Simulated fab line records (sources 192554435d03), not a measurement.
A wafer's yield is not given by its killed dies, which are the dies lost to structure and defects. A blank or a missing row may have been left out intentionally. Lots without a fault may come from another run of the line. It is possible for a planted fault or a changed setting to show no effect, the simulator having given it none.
Split-lot trial | flow n5Finfet | route with 1938 steps; 7 lots, 21 wafers read

## THE SPLIT
At N5_MOL_CONTACT_COAG_EXPOSE_37 (exposes mask VD, defocus 0 nm), the setting doseMj was moved away from the recipe's 62 on 4 of the 21 wafers read, by -7.0% to +5.7%. For the rest of the wafers, this setting stayed at what the recipe calls for.

## FROM THE SPLIT TO THE READING: what the file shows between them, 11 steps
- N5_MOL_CONTACT_COAG_ETCHBACK_134: etches SiO2 in CHF3, target depth 10 nm, time 6.7 s (also split here: timeS)
- N5_MOL_CONTACT_COAG_ETCH_67: etches SOC in N2/H2, target depth 60 nm, overetch 21 nm, time 101.2 s
- N5_MOL_CONTACT_COAG_STRIP_68: strips in N2/H2
- N5_MOL_CONTACT_COAG_STRIP_69: strips in N2/H2
- N5_MOL_CONTACT_COAG_ETCHBACK_136: etches SiO2 in CHF3, target depth 25 nm, time 16.7 s
- N5_MOL_CONTACT_COAG_STRIP_120: strips in CHF3
- N5_MOL_CONTACT_COAG_VIA_ETCH_117: etches SiO2 in C4F6/O2, target depth 40 nm, overetch 8 nm, time 26 s
- N5_MOL_CONTACT_COAG_ETCH_124: etches SiNx in CH3F/O2, stops on SiOC, target depth 6.5 nm
- N5_MOL_CONTACT_COAG_ETCH_48: etches SiOC in C4F6/O2, target depth 15 nm, overetch 4.5 nm, time 17 s
- N5_MOL_CONTACT_COAG_PRECLEAN_138: cleans in alkaline clean, time 60 s
- N5_MOL_CONTACT_COAG_SRD_139: time 30 s

## THE READING
cdNm (nm) at N5_MOL_CONTACT_COAG_CD_MEAS_101, where the cd target is 16 nm. On this fab line, fault-free wafers typically give 16.01 nm with a standard deviation of 0.29 nm.

wafer  | tool, chamber at the split | doseMj as run | against the recipe | cdNm, nm | against lot-mates on the recipe
L074.3 | euvScanner-02, 0           | 62            | recipe             | 16.04    | -
L074.4 | euvScanner-02, 0           | 62            | recipe             | 15.62    | -
L074.6 | euvScanner-02, 0           | 62            | recipe             | 16.01    | -
L078.1 | euvScanner-01, 0           | 65.54         | +5.7%              | 16.55    | +1.12
L078.3 | euvScanner-01, 0           | 62            | recipe             | 15.62    | -
L078.4 | euvScanner-01, 0           | 62            | recipe             | 15.24    | -
L080.1 | euvScanner-01, 0           | 62            | recipe             | 16.25    | -
L080.3 | euvScanner-01, 0           | 62            | recipe             | 16.17    | -
L080.5 | euvScanner-01, 0           | 62            | recipe             | 16.31    | -
L082.1 | euvScanner-01, 0           | 62            | recipe             | 15.89    | -
L082.3 | euvScanner-01, 0           | 62            | recipe             | 15.88    | -
L082.6 | euvScanner-01, 0           | 62            | recipe             | 15.64    | -
L086.1 | euvScanner-01, 0           | 62            | recipe             | 15.84    | -
L086.2 | euvScanner-01, 0           | 62            | recipe             | 16.53    | -
L086.3 | euvScanner-01, 0           | 63.4          | +2.3%              | 16.87    | +0.68
L090.3 | euvScanner-01, 0           | 62            | recipe             | 16.15    | -
L090.4 | euvScanner-01, 0           | 60.64         | -2.2%              | 15.30    | -0.71
L090.6 | euvScanner-01, 0           | 62            | recipe             | 15.87    | -
L097.1 | euvScanner-02, 0           | 57.67         | -7.0%              | 14.63    | -1.64
L097.2 | euvScanner-02, 0           | 62            | recipe             | 16.37    | -
L097.3 | euvScanner-02, 0           | 62            | recipe             | 16.18    | -

FIT RESULTS
A straight line over all 21 wafers: cdNm changes by +0.177 nm for each +1% of doseMj; r = +0.75; the points scatter about the line by 0.34 nm.
The same after taking each lot's own level away (the mean of its wafers on the recipe; 21 wafers): +0.23 nm for each +1%; r = +0.94; scatter 0.18 nm.
According to that fit, moving doseMj by its largest amount changes the reading by 1.6 nm.
Measured against the standard deviation above, the lots' own levels, which go from 15.430 to 16.275 nm, span 2.9 times it.
So the lot-to-lot level blurs the effect unless lot-mates are compared.
Check: -1.58 nm against its lot-mates is what the line predicts for one of the wafers moved furthest among these (-7.0%) when that wafer is left out of the fit. It came out at -1.64 nm against them.

## ADDITIONAL SPLITS CARRIED BY THESE WAFERS
Note: prior to the reading, these wafers also went through further splits. Each is held against what the fit with the lots' levels taken away leaves over:
other split on the same wafers         | wafers away from the commonest value | r with cdNm (lot level and that fit taken away)
N5_HKMG_FIN_ETCH_58 biasW              | 8                                    | -0.01
N5_GATE_CUT_ETCH_56 icpW               | 10                                   | -0.03
N5_MOL_CONTACT_COAG_VIA_ETCH_46 biasW  | 7                                    | -0.16
N5_MOL_CONTACT_COAG_COAT_62 spinRpm    | 6                                    | +0.20
N5_MOL_CONTACT_COAG_ETCHBACK_134 timeS | 6                                    | +0.19

## FILE'S OWN FIT
cdNm changes by +0.23 nm for each +1% of doseMj, r = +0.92.
